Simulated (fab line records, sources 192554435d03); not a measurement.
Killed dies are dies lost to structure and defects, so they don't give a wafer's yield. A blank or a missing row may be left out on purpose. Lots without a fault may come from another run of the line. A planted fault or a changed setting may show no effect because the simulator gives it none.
fab line records | flow n5_finfet
record lots=24 wafers=72 last_day=18
route steps=1938 shown BEOL_M10@1485 BEOL_M11@1551
lots that met no fault: from a run of the same line without faults
start_h: hours from the record's first day to the start of the lot's first wafer shown | wait_h: hours since the lot's step before | " the same as in the row above | L1.1+2: a row that stands for several wafers | - no value, or no start given | * or withheld: withheld | < > ~ a bound
route shown NAME@n: a module of which the file shows steps, and the number in the route of the first | usual: mean/standard deviation of fault-free wafers | same: alike in all rows | chamber/n: place in a boat | sites: the reading at each site | _std_site: their standard deviation | _edge_site: outer sites' mean less inner sites' | radius_mm: how far each site lies from the wafer's centre | mask NAME#n: copy n | behind: the tool/chamber that last shaped the wafer | hold: why the lot was held/for how many hours/how that ended | device: the transistor (n, p or np) that didn't switch | end of line: the same wafers' tests at the end of the route | a step without rows: its recipe alone | killed: dies lost to structure and defects at the first sort, not the wafer's yield | map: a wafer's dies, x killed, . not, _ none there
set.NAME: the setting as run; set.NAME@STEP: as run at that earlier step | model.NAME: the simulator's own value behind a step, which no gauge read
steps of the route over a sample of lots; a table a step, a row a wafer
services: from which hour (start_h, from the record's first day; less than 0 if before it) a tool's chamber was out of use, for how many hours, and why
## steps
# step N5_BEOL_M10_INSPECT_13
# recipe mode=adi inspect_instrument=brightfield
# usual raw_defect_count=424/110
# columns lot.wafer tool chamber start_h wait_h raw_defect_count
L074.3 defect_inspect-02 - 204.25 0.0 572
L074.5 " - " " 339
L074.6 " - " " 410
L076.1 defect_inspect-01 - 215.45 0.0 706
L076.4 " - " " 404
L076.6 " - " " 369
L075.2 defect_inspect-01 - 219.32 0.0 359
L075.5 " - " " 315
L075.6 " - " " 486
L077.2 defect_inspect-02 - 227.42 0.0 459
L077.3 " - " " 401
L077.4 " - " " 414
L078.3 defect_inspect-01 - 235.79 0.0 827
L078.4 " - " " 493
L078.6 " - " " 690
L079.1 defect_inspect-01 - 242.05 0.0 472
L079.4 " - " " 578
L079.6 " - " " 555
L081.2 defect_inspect-01 - 246.85 0.0 435
L081.4 " - " " 457
L081.6 " - " " 498
L080.1 defect_inspect-02 - 256.98 0.0 428
L080.2 " - " " 332
L080.3 " - " " 424
L082.2 defect_inspect-01 - 263.38 0.0 527
L082.3 " - " " 434
L082.6 " - " " 860
L083.1 defect_inspect-02 - 270.29 0.0 330
L083.3 " - " " 363
L083.6 " - " " 370
L084.1 defect_inspect-01 - 273.53 0.0 302
L084.2 " - " " 441
L084.5 " - " " 320
L086.2 defect_inspect-01 - 283.59 0.0 308
L086.4 " - " " 499
L086.6 " - " " 374
L088.1 defect_inspect-01 - 290.60 0.0 312
L088.2 " - " " 541
L088.3 " - " " 440
L085.4 defect_inspect-01 - 290.83 0.0 291
L085.5 " - " " 398
L085.6 " - " " 381
L087.1 defect_inspect-02 - 293.29 0.0 338
L087.2 " - " " 299
L087.3 " - " " 299
L089.1 defect_inspect-02 - 300.17 0.0 454
L089.3 " - " " 346
L089.4 " - " " 432
L091.3 defect_inspect-01 - 318.02 0.0 482
L091.4 " - " " 411
L091.6 " - " " 377
L093.1 defect_inspect-02 - 330.68 0.0 285
L093.4 " - " " 395
L093.6 " - " " 287
L090.2 defect_inspect-01 - 330.89 0.0 329
L090.3 " - " " 370
L090.5 " - " " 352
L092.2 defect_inspect-02 - 337.53 0.0 289
L092.4 " - " " 393
L092.6 " - " " 338
L094.1 defect_inspect-01 - 350.91 0.0 670
L094.2 " - " " 688
L094.3 " - " " 467
L096.2 defect_inspect-02 - 353.67 0.0 415
L096.3 " - " " 426
L096.5 " - " " 359
L095.3 defect_inspect-01 - 354.34 0.0 632
L095.5 " - " " 611
L095.6 " - " " 442
L097.2 defect_inspect-02 - 363.53 0.0 288
L097.4 " - " " 366
L097.5 " - " " 369
# step N5_BEOL_M10_ETCH_62
# recipe chemistry=N2/H2 target=SOC target_depth_a=1100 overetch_a=220 mask_material=SiARC temp_c=40 time_s=165 ion_energy_ev=200 pressure_mtorr=30 source_w=840 bias_w=150 n2_flow_sccm=200 h2_flow_sccm=200
# usual drypump_motor_current_A=5.8/0.41 oes_product_au=0.71/0.08 rf_vpp_V=523.8/2.7 showerhead_plenum_p_Torr=2.55/0.1 throttle_valve_pct=17.75/0.27
# columns lot.wafer tool chamber start_h wait_h drypump_motor_current_A oes_product_au rf_hours_counter_h rf_vpp_V showerhead_plenum_p_Torr throttle_valve_pct
L074.3 rie_diel-04 2 204.37 0.0 5.3 0.58 252 521.7 2.52 18.38
L074.5 " 3 " " 6.1 0.78 - 522.2 2.47 17.27
L074.6 " 0 " " 5.6 0.72 - 527.5 2.71 17.92
L076.1 rie_diel-02 3 215.83 0.0 6.6 0.59 223 522.6 2.52 17.83
L076.4 " 1 " " 5.9 0.77 - 525.0 2.61 17.66
L076.6 " 0 " " 6.1 0.57 - 520.3 2.42 17.78
L075.2 rie_diel-02 1 219.44 0.0 5.9 0.77 27 524.4 2.61 17.67
L075.5 " 3 " " 6.5 0.59 - 523.5 2.52 17.86
L075.6 " 0 " " 6.1 0.58 - 521.1 2.42 17.79
L077.2 rie_diel-04 3 227.54 0.0 6.0 0.76 32 522.7 2.47 17.30
L077.3 " 2 " " 5.3 0.58 262 522.4 2.52 18.40
L077.4 " 3 " " 6.1 0.76 - 523.7 2.47 17.30
L078.3 rie_diel-04 2 236.86 0.0 5.3 0.57 267 522.9 2.52 18.40
L078.4 " 3 " " 6.0 0.75 - 522.5 2.46 17.32
L078.6 " 2 " " 5.3 0.57 - 522.5 2.52 18.40
L079.1 rie_diel-02 1 242.17 0.0 5.9 0.75 36 526.4 2.61 17.68
L079.4 " 0 " " 6.1 0.57 239 519.5 2.41 17.81
L079.6 " 3 " " 6.6 0.58 - 523.7 2.52 17.86
L081.2 rie_diel-05 0 246.97 0.0 5.1 0.74 34 525.3 2.61 17.39
L081.4 " 1 " " 6.1 0.63 183 526.7 2.63 17.88
L081.6 " 2 " " 5.5 0.61 - 518.1 2.31 17.75
L080.1 rie_diel-04 3 257.10 0.0 6.1 0.74 44 522.9 2.46 17.32
L080.2 " 1 " " 5.4 0.59 230 526.4 2.62 17.72
L080.3 " 2 " " 5.3 0.86 2 521.6 2.52 17.92
L082.2 rie_diel-04 2 263.49 0.0 5.3 0.84 5 523.8 2.52 17.95
L082.3 " 0 " " 5.6 0.68 86 526.2 2.70 17.95
L082.6 " 2 " " 5.3 0.83 - 521.6 2.52 17.91
L083.1 rie_diel-04 3 270.55 0.0 6.1 0.73 49 521.2 2.46 17.34
L083.3 " 0 " " 5.6 0.69 88 528.9 2.70 17.99
L083.6 " 3 " " 6.0 0.74 - 521.2 2.46 17.35
L084.1 rie_diel-05 0 273.65 0.0 5.1 0.73 42 525.5 2.60 17.40
L084.2 " 1 " " 6.2 0.62 191 527.0 2.62 17.90
L084.5 " 0 " " 5.2 0.73 - 525.8 2.60 17.39
L086.2 rie_diel-05 0 283.71 0.0 5.1 0.72 45 525.0 2.60 17.40
L086.4 " 2 " " 5.5 0.60 209 518.4 2.31 17.78
L086.6 " 1 " " 6.2 0.62 - 526.7 2.62 17.91
L088.1 rie_diel-02 3 291.29 0.0 6.6 0.57 248 523.5 2.51 17.87
L088.2 " 1 " " 5.9 0.73 53 525.5 2.60 17.72
L088.3 " 2 " " 5.6 0.76 23 521.3 2.51 17.74
L085.4 rie_diel-02 1 291.90 0.0 5.9 0.73 54 524.7 2.60 17.70
L085.5 " 2 " " 5.6 0.76 - 521.6 2.51 17.74
L085.6 " 3 " " 6.6 0.57 - 523.5 2.51 17.87
L087.1 rie_diel-02 0 295.01 0.0 6.1 0.82 2 529.7 2.73 17.38
L087.2 " 1 " " 5.9 0.73 55 523.4 2.60 17.70
L087.3 " 2 " " 5.6 0.75 25 521.9 2.51 17.74
L089.1 rie_diel-04 0 300.37 0.0 5.6 0.68 100 527.4 2.70 17.99
L089.3 " 1 " " 5.5 0.58 247 526.3 2.61 17.75
L089.4 " 2 " " 5.3 0.80 19 522.6 2.51 17.95
L091.3 rie_diel-04 2 318.30 0.1 5.3 0.78 - 523.0 2.51 17.95
L091.4 " 0 " " 5.6 0.68 - 526.3 2.69 18.00
L091.6 " 0 " " 5.6 0.67 - 527.4 2.69 18.01
L093.1 rie_diel-05 0 330.80 0.0 5.1 0.71 56 525.4 2.60 17.43
L093.4 " 2 " " 5.5 0.59 220 517.9 2.31 17.79
L093.6 " 2 " " 5.5 0.59 - 517.2 2.31 17.81
L090.2 rie_diel-02 1 331.01 0.0 5.9 0.71 72 525.2 2.59 17.75
L090.3 " 2 " " 5.6 0.73 41 521.8 2.50 17.75
L090.5 " 3 " " 6.5 0.82 - 522.9 2.51 17.50
L092.2 rie_diel-04 2 337.65 0.0 5.3 0.77 37 522.0 2.50 18.00
L092.4 " 1 " " 5.4 0.79 7 526.3 2.61 17.38
L092.6 " 3 " " 6.1 0.70 - 521.4 2.45 17.37
L094.1 rie_diel-02 2 351.15 0.0 5.6 0.73 49 521.3 2.50 17.78
L094.2 " 0 " " 6.1 0.76 25 527.8 2.72 17.41
L094.3 " 3 " " 6.6 0.80 13 522.5 2.50 17.50
L096.2 rie_diel-04 0 353.79 0.0 5.6 0.66 124 526.5 2.69 18.02
L096.3 " 1 " " 5.5 0.78 13 525.8 2.61 17.37
L096.5 " 1 " " 5.5 0.78 - 525.1 2.61 17.38
L095.3 rie_diel-02 1 354.47 0.0 5.9 0.69 80 524.6 2.59 17.75
L095.5 " 0 " " 6.1 0.76 - 528.8 2.72 17.41
L095.6 " 3 " " 6.6 0.80 - 521.8 2.50 17.49
L097.2 rie_diel-04 1 363.64 0.0 5.4 0.77 18 523.9 2.61 17.39
L097.4 " 2 " " 5.3 0.76 - 522.7 2.50 18.01
L097.5 " 1 " " 5.5 0.77 - 525.3 2.61 17.39
# step N5_BEOL_M10_ETCH_65
# recipe chemistry=CF4 target=SiARC target_depth_a=390 mask_material=CAR-ArF time_s=65 ion_energy_ev=80 pressure_mtorr=40 source_w=545 bias_w=36 Ar_flow_sccm=100 cf4_flow_sccm=100 ends=cleared
# usual drypump_motor_current_A=5.8/0.39 etch_rf_on_time_s=66.4/2.2 oes_product_au=0.70/0.089 rf_vpp_V=184.0/1.2 showerhead_plenum_p_Torr=2.14/0.074 throttle_valve_pct=15.41/0.24
# columns lot.wafer tool chamber start_h wait_h drypump_motor_current_A etch_rf_on_time_s oes_product_au rf_hours_counter_h rf_vpp_V showerhead_plenum_p_Torr throttle_valve_pct
L074.3 rie_diel-04 0 206.46 0.0 5.6 65.6 0.72 62 185.8 2.27 15.63
L074.5 " 3 " " 6.1 66.8 0.77 - 183.5 2.11 15.19
L074.6 " 2 " " 5.3 65.8 0.57 - 184.2 2.11 15.93
L076.1 rie_diel-02 0 216.93 0.0 6.2 65.5 0.58 229 183.4 2.04 15.55
L076.4 " 3 " " 6.5 69.8 0.57 - 184.1 2.11 15.39
L076.6 " 0 " " 6.1 64.2 0.58 - 182.7 2.04 15.55
L075.2 rie_diel-04 2 222.92 0.0 5.3 66.8 0.56 261 184.1 2.10 15.95
L075.5 " 0 " " 5.5 65.5 0.71 - 185.4 2.27 15.65
L075.6 " 2 " " 5.3 67.3 0.56 - 183.8 2.10 15.93
L077.2 rie_diel-02 0 228.73 0.0 6.2 63.7 0.59 233 183.2 2.04 15.57
L077.3 " 3 " " 6.6 69.2 0.57 228 183.8 2.11 15.41
L077.4 " 2 " " 5.6 65.3 0.84 0 182.9 2.11 15.38
L078.3 rie_diel-02 1 238.53 0.0 5.9 68.7 0.74 34 183.9 2.17 15.16
L078.4 " 3 " " 6.5 69.6 0.56 229 184.7 2.11 15.42
L078.6 " 3 " " 6.5 69.5 0.56 - 183.6 2.11 15.41
L079.1 rie_diel-02 0 245.68 0.0 6.1 65.2 0.57 240 181.3 2.03 15.56
L079.4 " 1 " " 5.9 67.7 0.74 37 185.0 2.16 15.16
L079.6 " 3 " " 6.5 68.9 0.56 - 184.6 2.11 15.41
L081.2 rie_diel-02 2 249.25 0.0 5.6 65.3 0.79 8 183.7 2.11 15.39
L081.4 " 0 " " 6.1 65.3 0.58 240 183.3 2.03 15.56
L081.6 " 0 " " 6.1 65.4 0.57 - 183.0 2.03 15.58
L080.1 rie_diel-02 1 260.52 0.0 5.9 68.4 0.73 40 185.6 2.16 15.15
L080.2 " 3 " " 6.6 69.2 0.56 236 184.7 2.11 15.44
L080.3 " 2 " " 5.6 65.7 0.78 11 184.0 2.11 15.40
L082.2 rie_diel-05 0 265.44 0.0 5.1 62.3 0.75 39 186.1 2.19 15.17
L082.3 " 2 " " 5.4 68.0 0.59 203 182.0 1.95 15.60
L082.6 " 1 " " 6.1 67.4 0.62 - 186.5 2.22 15.79
L083.1 rie_diel-02 0 271.92 0.0 6.1 65.4 0.57 248 181.3 2.03 15.59
L083.3 " 2 " " 5.6 66.4 0.77 15 183.6 2.11 15.42
L083.6 " 0 " " 6.2 65.2 0.57 - 181.5 2.03 15.57
L084.1 rie_diel-02 0 275.05 0.0 6.1 65.0 0.57 249 182.4 2.03 15.58
L084.2 " 1 " " 5.9 68.6 0.72 46 183.6 2.16 15.17
L084.5 " 2 " " 5.6 65.6 0.78 - 182.5 2.11 15.39
L086.2 rie_diel-04 3 285.21 0.0 6.0 66.1 0.72 54 184.6 2.10 15.26
L086.4 " 1 " " 5.4 65.1 0.58 240 183.5 2.20 15.50
L086.6 " 1 " " 5.5 65.0 0.59 - 183.3 2.20 15.48
L088.1 rie_diel-02 2 294.37 0.0 5.6 65.4 0.76 25 183.0 2.10 15.44
L088.2 " 0 " " 6.1 62.6 0.84 1 185.1 2.28 15.09
L088.3 " 1 " " 5.9 68.6 0.71 55 184.1 2.16 15.19
L085.4 rie_diel-04 2 294.93 0.0 5.3 67.0 0.79 16 183.4 2.10 15.44
L085.5 " 1 " " 5.5 64.2 0.59 - 185.6 2.19 15.50
L085.6 " 2 " " 5.3 67.7 0.80 - 183.6 2.10 15.45
L087.1 rie_diel-02 2 296.26 0.0 5.6 66.2 0.75 26 185.9 2.10 15.43
L087.2 " 1 " " 5.9 69.9 0.70 56 183.6 2.16 15.20
L087.3 " 0 " " 6.1 63.9 0.83 3 184.7 2.28 15.11
L089.1 rie_diel-02 2 303.34 0.0 5.6 64.7 0.75 31 182.6 2.10 15.43
L089.3 " 0 " " 6.1 62.4 0.82 7 184.8 2.28 15.11
L089.4 " 0 " " 6.2 62.5 0.83 - 186.3 2.28 15.11
L091.3 rie_diel-02 1 322.19 0.0 5.9 70.7 0.68 69 184.8 2.15 15.22
L091.4 " 0 " " 6.1 63.6 0.80 15 187.0 2.28 15.11
L091.6 " 2 " " 5.6 66.6 0.73 - 184.1 2.10 15.46
L093.1 rie_diel-02 1 331.93 0.0 5.9 69.6 0.69 72 183.9 2.15 15.22
L093.4 " 3 " " 6.6 67.0 0.81 6 185.3 2.10 14.99
L093.6 " 1 " " 5.9 69.7 0.68 - 184.3 2.15 15.21
L090.2 rie_diel-04 2 332.90 0.0 5.3 68.0 0.76 34 183.0 2.09 15.46
L090.3 " 1 " " 5.4 64.0 0.82 4 185.2 2.19 15.06
L090.5 " 1 " " 5.4 64.1 0.82 - 184.8 2.19 15.05
L092.2 rie_diel-04 0 338.60 0.0 5.6 65.6 0.66 118 186.6 2.25 15.75
L092.4 " 1 " " 5.4 64.0 0.81 8 185.8 2.19 15.06
L092.6 " 2 " " 5.3 68.0 0.75 - 183.7 2.09 15.50
L094.1 rie_diel-04 2 352.97 0.0 5.3 67.6 0.74 42 182.8 2.09 15.49
L094.2 " 0 " " 5.6 66.0 0.66 123 185.4 2.25 15.76
L094.3 " 1 " " 5.5 63.3 0.80 13 183.1 2.19 15.07
L096.2 rie_diel-04 2 355.93 0.0 5.3 68.7 0.74 44 182.8 2.09 15.49
L096.3 " 1 " " 5.5 64.7 0.79 15 186.1 2.19 15.09
L096.5 " 2 " " 5.3 68.4 0.74 - 184.3 2.09 15.48
L095.3 rie_diel-05 0 356.88 0.0 5.1 61.3 0.73 64 184.8 2.18 15.23
L095.5 " 0 " " 5.1 61.6 0.74 - 183.5 2.18 15.23
L095.6 " 1 " " 6.1 68.4 0.59 - 184.6 2.21 15.86
L097.2 rie_diel-04 3 365.38 0.0 6.1 67.2 0.70 75 183.2 2.09 15.30
L097.4 " 0 " " 5.6 66.6 0.66 129 185.5 2.25 15.76
L097.5 " 1 " " 5.5 64.7 0.78 - 184.7 2.19 15.09
# step N5_BEOL_M10_ETCH_41
# recipe chemistry=CH3F/O2 target=SiCN target_depth_a=426 taper_deg=2 time_s=86 ion_energy_ev=120 mask_material=TiN pressure_mtorr=30 source_w=395 bias_w=75 Ar_flow_sccm=150 CH3F_flow_sccm=30 O2_flow_sccm=20
# usual O2_flow_sccm=20.00/0.067 drypump_motor_current_A=5.8/0.39 oes_product_au=0.82/0.1 rf_vpp_V=297.4/1.7 showerhead_plenum_p_Torr=2.00/0.072 throttle_valve_pct=16.12/0.21
# columns lot.wafer tool chamber start_h wait_h O2_flow_sccm drypump_motor_current_A oes_product_au rf_hours_counter_h rf_vpp_V showerhead_plenum_p_Torr throttle_valve_pct
L074.3 rie_diel-04 0 - - 20.00 5.6 0.85 62 298.3 2.11 16.26
L074.5 " 3 " " 20.02 6.1 0.92 - 297.1 1.96 15.89
L074.6 " 2 " " 19.87 5.3 0.68 - 297.4 1.97 16.61
L076.1 rie_diel-02 0 - - 19.82 6.1 0.67 229 294.5 1.90 16.30
L076.4 " 3 " " 19.88 6.6 0.67 - 298.3 1.99 16.25
L076.6 " 0 " " 19.85 6.1 0.67 - 294.1 1.90 16.29
L075.2 rie_diel-04 2 - - 19.98 5.3 0.67 261 296.2 1.96 16.62
L075.5 " 0 " " 20.01 5.6 0.83 - 300.7 2.11 16.26
L075.6 " 2 " " 20.10 5.3 0.67 - 296.0 1.96 16.64
L077.2 rie_diel-02 0 - - 19.98 6.1 0.66 233 295.5 1.90 16.31
L077.3 " 3 " " 20.06 6.6 0.66 228 296.8 1.99 16.26
L077.4 " 2 " " 19.98 5.6 0.98 0 295.9 1.96 16.03
L078.3 rie_diel-02 1 - - 19.90 5.9 0.88 35 297.7 2.03 15.87
L078.4 " 3 " " 20.00 6.6 0.66 229 297.3 1.99 16.24
L078.6 " 3 " " 20.06 6.6 0.66 - 297.0 1.99 16.27
L079.1 rie_diel-02 0 - - 20.03 6.1 0.66 240 295.7 1.90 16.30
L079.4 " 1 " " 20.06 5.9 0.86 37 297.7 2.03 15.88
L079.6 " 3 " " 20.02 6.6 0.66 - 296.2 1.99 16.27
L081.2 rie_diel-02 2 - - 19.86 5.6 0.92 8 296.2 1.96 16.04
L081.4 " 0 " " 20.05 6.1 0.67 241 295.2 1.90 16.31
L081.6 " 0 " " 20.01 6.1 0.66 - 293.7 1.90 16.30
L080.1 rie_diel-02 1 - - 20.02 5.9 0.86 41 297.9 2.03 15.88
L080.2 " 3 " " 19.96 6.6 0.65 236 297.2 1.99 16.26
L080.3 " 2 " " 20.01 5.6 0.92 11 297.3 1.96 16.06
L082.2 rie_diel-05 0 - - 19.95 5.2 0.88 39 298.4 2.06 15.92
L082.3 " 2 " " 19.97 5.5 0.71 203 294.6 1.81 16.23
L082.6 " 1 " " 20.02 6.2 0.72 - 297.9 2.06 16.44
L083.1 rie_diel-02 0 - - 19.97 6.1 0.64 249 294.3 1.90 16.33
L083.3 " 2 " " 20.05 5.6 0.90 15 297.1 1.95 16.06
L083.6 " 0 " " 19.96 6.1 0.65 - 295.5 1.90 16.33
L084.1 rie_diel-02 0 - - 20.02 6.1 0.64 249 295.8 1.90 16.33
L084.2 " 1 " " 20.04 5.9 0.86 46 297.4 2.02 15.90
L084.5 " 2 " " 19.93 5.6 0.89 - 296.2 1.95 16.06
L086.2 rie_diel-04 3 - - 19.98 6.1 0.88 55 295.4 1.95 15.93
L086.4 " 1 " " 20.15 5.5 0.69 241 299.1 2.06 16.24
L086.6 " 1 " " 19.97 5.5 0.68 - 298.9 2.06 16.25
L088.1 rie_diel-02 2 - - 19.99 5.6 0.89 25 296.8 1.95 16.08
L088.2 " 0 " " 19.88 6.1 0.98 2 300.7 2.15 15.84
L088.3 " 1 " " 19.98 5.9 0.84 55 297.7 2.02 15.90
L085.4 rie_diel-04 2 - - 20.16 5.3 0.93 17 296.1 1.96 16.16
L085.5 " 1 " " 19.96 5.5 0.68 - 298.9 2.06 16.23
L085.6 " 2 " " 20.02 5.3 0.93 - 296.5 1.96 16.16
L087.1 rie_diel-02 2 - - 20.06 5.6 0.89 26 296.1 1.95 16.08
L087.2 " 1 " " 20.11 5.9 0.84 56 298.3 2.02 15.91
L087.3 " 0 " " 19.96 6.1 0.96 3 300.3 2.15 15.85
L089.1 rie_diel-02 2 - - 20.00 5.6 0.87 31 297.0 1.95 16.09
L089.3 " 0 " " 19.93 6.1 0.94 7 300.2 2.15 15.85
L089.4 " 0 " " 19.93 6.1 0.94 - 301.9 2.15 15.86
L091.3 rie_diel-02 1 - - 20.02 5.9 0.82 69 297.5 2.02 15.94
L091.4 " 0 " " 20.08 6.1 0.92 15 300.0 2.14 15.90
L091.6 " 2 " " 19.89 5.6 0.85 - 295.7 1.95 16.12
L093.1 rie_diel-02 1 - - 20.01 5.9 0.82 72 298.7 2.01 15.94
L093.4 " 3 " " 19.89 6.5 0.95 6 296.0 1.98 15.84
L093.6 " 1 " " 20.11 5.9 0.82 - 298.7 2.01 15.93
L090.2 rie_diel-04 2 - - 20.04 5.3 0.88 34 297.1 1.95 16.18
L090.3 " 1 " " 19.97 5.5 0.96 5 298.5 2.06 15.82
L090.5 " 1 " " 20.05 5.4 0.96 - 299.0 2.06 15.83
L092.2 rie_diel-04 0 - - 19.97 5.6 0.79 118 298.5 2.09 16.34
L092.4 " 1 " " 20.06 5.5 0.93 8 298.4 2.06 15.84
L092.6 " 2 " " 20.04 5.3 0.88 - 297.3 1.95 16.19
L094.1 rie_diel-04 2 - - 19.89 5.3 0.86 42 296.3 1.95 16.20
L094.2 " 0 " " 20.00 5.6 0.78 123 300.1 2.09 16.36
L094.3 " 1 " " 20.06 5.4 0.92 13 298.7 2.05 15.85
L096.2 rie_diel-04 2 - - 20.04 5.3 0.87 44 297.2 1.95 16.21
L096.3 " 1 " " 19.97 5.5 0.92 15 298.1 2.05 15.84
L096.5 " 2 " " 20.04 5.3 0.87 - 296.2 1.95 16.20
L095.3 rie_diel-05 0 - - 20.02 5.1 0.85 64 297.9 2.05 15.98
L095.5 " 0 " " 20.03 5.1 0.85 - 297.2 2.05 15.96
L095.6 " 1 " " 19.90 6.1 0.70 - 297.2 2.05 16.49
L097.2 rie_diel-04 3 - - 20.08 6.0 0.84 76 296.3 1.94 15.99
L097.4 " 0 " " 20.09 5.6 0.77 129 299.5 2.09 16.37
L097.5 " 1 " " 20.15 5.5 0.91 - 297.6 2.05 15.86
# step N5_BEOL_M10_CD_MEAS_35
# recipe target_cd_nm=70 polarity=opening
# usual cd_nm=69.5/0.78
# columns lot.wafer tool chamber start_h wait_h cd_nm
L074.3 cd_sem-02 - 207.08 0.0 68.8
L074.5 " - " " 68.3
L074.6 " - " " 69.1
L076.1 cd_sem-01 - 217.54 0.0 69.1
L076.4 " - " " 69.9
L076.6 " - " " 69.5
L075.2 cd_sem-02 - 223.53 0.0 70.2
L075.5 " - " " 70.4
L075.6 " - " " 70.3
L077.2 cd_sem-01 - 229.34 0.0 68.7
L077.3 " - " " 68.8
L077.4 " - " " 67.9
L078.3 cd_sem-03 - 239.15 0.0 67.6
L078.4 " - " " 68.2
L078.6 " - " " 68.4
L079.1 cd_sem-02 - 246.30 0.0 70.5
L079.4 " - " " 69.5
L079.6 " - " " 68.8
L081.2 cd_sem-02 - 249.93 0.0 70.0
L081.4 " - " " 70.7
L081.6 " - " " 69.7
L080.1 cd_sem-01 - 261.13 0.0 68.1
L080.2 " - " " 69.4
L080.3 " - " " 69.9
L082.2 cd_sem-03 - 266.06 0.0 69.5
L082.3 " - " " 69.5
L082.6 " - " " 69.7
L083.1 cd_sem-02 - 272.63 0.0 68.5
L083.3 " - " " 69.4
L083.6 " - " " 69.3
L084.1 cd_sem-02 - 275.75 0.0 70.5
L084.2 " - " " 69.4
L084.5 " - " " 70.0
L086.2 cd_sem-03 - 285.83 0.0 69.6
L086.4 " - " " 68.8
L086.6 " - " " 68.4
L088.1 cd_sem-01 - 294.99 0.0 70.5
L088.2 " - " " 71.4
L088.3 " - " " 70.5
L085.4 cd_sem-02 - 295.55 0.0 69.6
L085.5 " - " " 68.4
L085.6 " - " " 68.6
L087.1 cd_sem-02 - 296.87 0.0 71.1
L087.2 " - " " 69.8
L087.3 " - " " 70.1
L089.1 cd_sem-02 - 303.95 0.0 70.2
L089.3 " - " " 70.5
L089.4 " - " " 69.5
L091.3 cd_sem-02 - 322.80 0.0 70.0
L091.4 " - " " 69.1
L091.6 " - " " 68.9
L093.1 cd_sem-03 - 332.55 0.0 70.4
L093.4 " - " " 69.9
L093.6 " - " " 68.9
L090.2 cd_sem-03 - 333.51 0.0 70.3
L090.3 " - " " 70.0
L090.5 " - " " 69.4
L092.2 cd_sem-02 - 339.21 0.0 69.4
L092.4 " - " " 68.9
L092.6 " - " " 69.5
L094.1 cd_sem-03 - 353.58 0.0 68.3
L094.2 " - " " 71.2
L094.3 " - " " 68.5
L096.2 cd_sem-01 - 356.57 0.0 70.3
L096.3 " - " " 70.6
L096.5 " - " " 70.0
L095.3 cd_sem-02 - 357.50 0.0 69.0
L095.5 " - " " 70.6
L095.6 " - " " 68.9
L097.2 cd_sem-02 - 365.99 0.0 69.6
L097.4 " - " " 70.4
L097.5 " - " " 70.5
# step N5_BEOL_M11_INSPECT_13
# recipe mode=adi inspect_instrument=brightfield
# usual raw_defect_count=414/94
# columns lot.wafer tool chamber start_h wait_h raw_defect_count
L074.3 defect_inspect-01 - 213.52 0.0 363
L074.5 " - " " 424
L074.6 " - " " 565
L076.1 defect_inspect-01 - 224.26 0.0 524
L076.4 " - " " 535
L076.6 " - " " 606
L075.2 defect_inspect-01 - 228.14 0.0 415
L075.5 " - " " 371
L075.6 " - " " 418
L077.2 defect_inspect-01 - 235.74 0.0 455
L077.3 " - " " 643
L077.4 " - " " 511
L078.3 defect_inspect-02 - 246.40 0.0 524
L078.4 " - " " 415
L078.6 " - " " 289
L079.1 defect_inspect-01 - 251.04 0.0 394
L079.4 " - " " 429
L079.6 " - " " 356
L081.2 defect_inspect-02 - 257.21 0.0 407
L081.4 " - " " 313
L081.6 " - " " 409
L080.1 defect_inspect-02 - 266.77 0.0 463
L080.2 " - " " 426
L080.3 " - " " 428
L082.2 defect_inspect-01 - 270.22 0.0 485
L082.3 " - " " 389
L082.6 " - " " 408
L083.1 defect_inspect-01 - 279.02 0.0 294
L083.3 " - " " 593
L083.6 " - " " 312
L084.1 defect_inspect-01 - 282.40 0.0 473
L084.2 " - " " 515
L084.5 " - " " 268
L086.2 defect_inspect-01 - 290.98 0.0 458
L086.4 " - " " 349
L086.6 " - " " 480
L085.4 defect_inspect-02 - 299.39 0.0 369
L085.5 " - " " 325
L085.6 " - " " 307
L088.1 defect_inspect-02 - 299.84 0.0 406
L088.2 " - " " 336
L088.3 " - " " 381
L087.1 defect_inspect-01 - 301.29 0.0 434
L087.2 " - " " 409
L087.3 " - " " 433
L089.1 defect_inspect-01 - 309.58 0.0 370
L089.3 " - " " 339
L089.4 " - " " 251
L091.3 defect_inspect-01 - 327.10 0.0 251
L091.4 " - " " 216
L091.6 " - " " 379
L090.2 defect_inspect-01 - 338.29 0.0 330
L090.3 " - " " 349
L090.5 " - " " 361
L093.1 defect_inspect-02 - 338.46 0.0 570
L093.4 " - " " 661
L093.6 " - " " 656
L092.2 defect_inspect-02 - 343.48 0.0 478
L092.4 " - " " 419
L092.6 " - " " 390
L094.1 defect_inspect-02 - 358.28 0.0 461
L094.2 " - " " 513
L094.3 " - " " 461
L096.2 defect_inspect-02 - 363.13 0.0 420
L096.3 " - " " 339
L096.5 " - " " 388
L095.3 defect_inspect-02 - 363.47 0.0 413
L095.5 " - " " 348
L095.6 " - " " 448
L097.2 defect_inspect-02 - 370.22 0.0 472
L097.4 " - " " 407
L097.5 " - " " 485
## services
# columns tool chamber start_h hours kind
rie_diel-05 3 201.47 13.7 repair
rie_diel-02 2 205.13 - clean
rie_diel-02 2 205.13 - consumable_replace:focus_ring
rie_diel-02 2 205.13 22.7 scheduled_down
rie_diel-02 2 205.13 22.7 vent_cycle
rie_diel-05 2 219.41 2.6 repair
rie_diel-02 3 230.91 5.1 repair
rie_diel-04 2 237.62 - clean
rie_diel-04 2 237.62 - consumable_replace:focus_ring
rie_diel-04 2 237.62 14.2 scheduled_down
rie_diel-04 2 237.62 14.2 vent_cycle
rie_diel-02 0 277.44 - clean
rie_diel-02 0 277.44 - consumable_replace:focus_ring
rie_diel-02 0 277.44 - consumable_replace:showerhead
rie_diel-05 - 291.28 14.6 pm
rie_diel-02 3 294.33 - clean
rie_diel-02 3 294.33 - consumable_replace:focus_ring
rie_diel-02 3 294.33 19.3 scheduled_down
rie_diel-02 3 294.33 19.3 vent_cycle
rie_diel-04 1 306.00 - clean
rie_diel-04 1 306.00 - consumable_replace:focus_ring
rie_diel-04 3 317.19 18.4 repair
rie_diel-02 2 328.01 2.4 repair
rie_diel-04 3 352.07 12.2 repair
## key
fault none
